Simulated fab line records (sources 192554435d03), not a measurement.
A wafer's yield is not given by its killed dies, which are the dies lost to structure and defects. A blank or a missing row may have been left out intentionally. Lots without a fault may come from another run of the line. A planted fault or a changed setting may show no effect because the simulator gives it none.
Split-lot trial + flow n5 finfet + on a route of 1938 steps: 7 lots, 21 wafers read

== ON THE SPLIT ==
At N5_SD_EPI_N_COAT_33 (time 60 s, resist thk 35 nm), the setting spin rpm was moved away from the recipe's 1500 rpm on 7 of the 21 wafers read, by -7.7% to +9.2%. For the rest of the wafers, this setting stayed at what the recipe calls for.

== FROM THE SPLIT TO THE READING: what the file shows between them, 4 steps ==
- N5_SD_EPI_N_PEB_07: peb time 60 s (also split here: peb time s)
- N5_SD_EPI_N_DEVELOP_08: develop time 30 s
- N5_SD_EPI_N_CD_MEAS_09: target cd 120 nm
- N5_SD_EPI_N_DESCUM_14: chemistry O2, time 7.9 s

== THE READING ==
CAR-ArF-block_of_SD_EPI_N_COAT_03.thk nm (the simulator's own value, which no gauge read), in nm, at N5_SD_EPI_N_ETCH_34 (etches SiARC in CF4, target depth 45.5 nm, time 75.8 s). No usual value for it is given in the file. Average 110.9 nm, standard deviation 0.49 nm, over the 14 wafers here run with the recipe.

| wafer  | tool, chamber at the split | spin rpm as run, rpm | against the recipe | CAR-ArF-block_of_SD_EPI_N_COAT_03.thk nm, nm | against lot-mates on the recipe |
|--------|----------------------------|----------------------|--------------------|----------------------------------------------|---------------------------------|
| L078.1 | litho track-02, 0          | 1500                 | recipe             | 111                                          | -                               |
| L078.2 | litho track-02, 0          | 1600                 | +6.7%              | 112.4                                        | +1.4                            |
| L078.3 | litho track-02, 0          | 1600                 | +6.7%              | 112.4                                        | +1.4                            |
| L081.1 | litho track-05, 0          | 1615                 | +7.7%              | 113                                          | no lot-mate on the recipe       |
| L081.3 | litho track-05, 0          | 1615                 | +7.7%              | 112.6                                        | no lot-mate on the recipe       |
| L081.6 | litho track-05, 0          | 1615                 | +7.7%              | 112.6                                        | no lot-mate on the recipe       |
| L089.3 | litho track-01, 0          | 1500                 | recipe             | 111.6                                        | -                               |
| L089.5 | litho track-01, 0          | 1500                 | recipe             | 111.6                                        | -                               |
| L089.6 | litho track-01, 0          | 1500                 | recipe             | 111.4                                        | -                               |
| L090.1 | litho track-02, 0          | 1500                 | recipe             | 110.6                                        | -                               |
| L090.5 | litho track-02, 0          | 1500                 | recipe             | 111                                          | -                               |
| L090.6 | litho track-02, 0          | 1500                 | recipe             | 111                                          | -                               |
| L094.1 | litho track-02, 0          | 1500                 | recipe             | 110.2                                        | -                               |
| L094.2 | litho track-02, 0          | 1500                 | recipe             | 110.8                                        | -                               |
| L094.5 | litho track-02, 0          | 1500                 | recipe             | 110.4                                        | -                               |
| L096.1 | litho track-01, 0          | 1500                 | recipe             | 111.6                                        | -                               |
| L096.2 | litho track-01, 0          | 1384                 | -7.7%              | 110.4                                        | -1.0                            |
| L096.4 | litho track-01, 0          | 1500                 | recipe             | 111.2                                        | -                               |
| L097.1 | litho track-02, 0          | 1500                 | recipe             | 110.2                                        | -                               |
| L097.2 | litho track-02, 0          | 1500                 | recipe             | 110.4                                        | -                               |
| L097.3 | litho track-02, 0          | 1638                 | +9.2%              | 111.4                                        | +1.1                            |

FIT RESULTS
A straight line over all 21 wafers: CAR-ArF-block_of_SD_EPI_N_COAT_03.thk nm changes by +0.16 nm for each +1% of spin rpm; r = +0.77; the points scatter about the line by 0.57 nm.
The same after taking each lot's own level away (the mean of its wafers on the recipe; 18 wafers): +0.154 nm for each +1%; r = +0.93; scatter 0.23 nm.
The reading moves by 1.4 nm for the largest change in spin rpm, on that fit.
From 110.30 to 111.53 nm: that is the span of the lots' own levels, equal to 2.5 times the standard deviation above.
So the lot-to-lot level blurs the effect unless lot-mates are compared.
Check: with one of the wafers moved furthest among these (+9.2%) left out of the fit, the line predicts +1.66 nm for it against its lot-mates. Against them it came out at +1.1 nm.

== FURTHER SPLITS ON THESE WAFERS ==
These wafers also went through other splits before the reading. Each is held against what the fit with the lots' levels taken away leaves over:
| other split on the same wafers  | wafers away from the commonest value | r with CAR-ArF-block_of_SD_EPI_N_COAT_03.thk nm (lot level and that fit taken away) |
|---------------------------------|--------------------------------------|-------------------------------------------------------------------------------------|
| N5_ZERO_LAYER_EXPOSE_08 dose mj | 7                                    | -0.35                                                                               |
| N5_WELL_APT_EXPOSE_22 dose mj   | 9                                    | +0.26                                                                               |
| N5_WELL_APT_PEB_23 peb temp c   | 9                                    | +0.21                                                                               |
| N5_FIN_SAQP_FIN_ETCH_36 icp w   | 8                                    | +0.15                                                                               |
| N5_SD_EPI_N_PEB_07 peb time s   | 7                                    | +0.03                                                                               |

== THE WHOLE CHAIN: every reading that the file lists as answering this split, in the file's order ==
| step                | what it does                                           | reading                                                                                   | change (the file's fit)               | r (the file's) |
|---------------------|--------------------------------------------------------|-------------------------------------------------------------------------------------------|---------------------------------------|----------------|
| N5_SD_EPI_N_COAT_33 | time 60 s, resist thk 35 nm                            | SiARC_of_SD_EPI_N_COAT_33.thk nm (the simulator's own value, which no gauge read)         | -0.167 nm for each +1% of the setting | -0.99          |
| N5_SD_EPI_N_ETCH_34 | etches SiARC in CF4, target depth 45.5 nm, time 75.8 s | etch.depth nm (the simulator's own value, which no gauge read)                            | -0.171 nm for each +1% of the setting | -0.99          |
| N5_SD_EPI_N_ETCH_34 | etches SiARC in CF4, target depth 45.5 nm, time 75.8 s | CAR-ArF-block_of_SD_EPI_N_COAT_03.thk nm (the simulator's own value, which no gauge read) | +0.144 nm for each +1% of the setting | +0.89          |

== FILE'S OWN FIT ==
CAR-ArF-block_of_SD_EPI_N_COAT_03.thk nm changes by +0.144 nm for each +1% of spin rpm, r = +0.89.
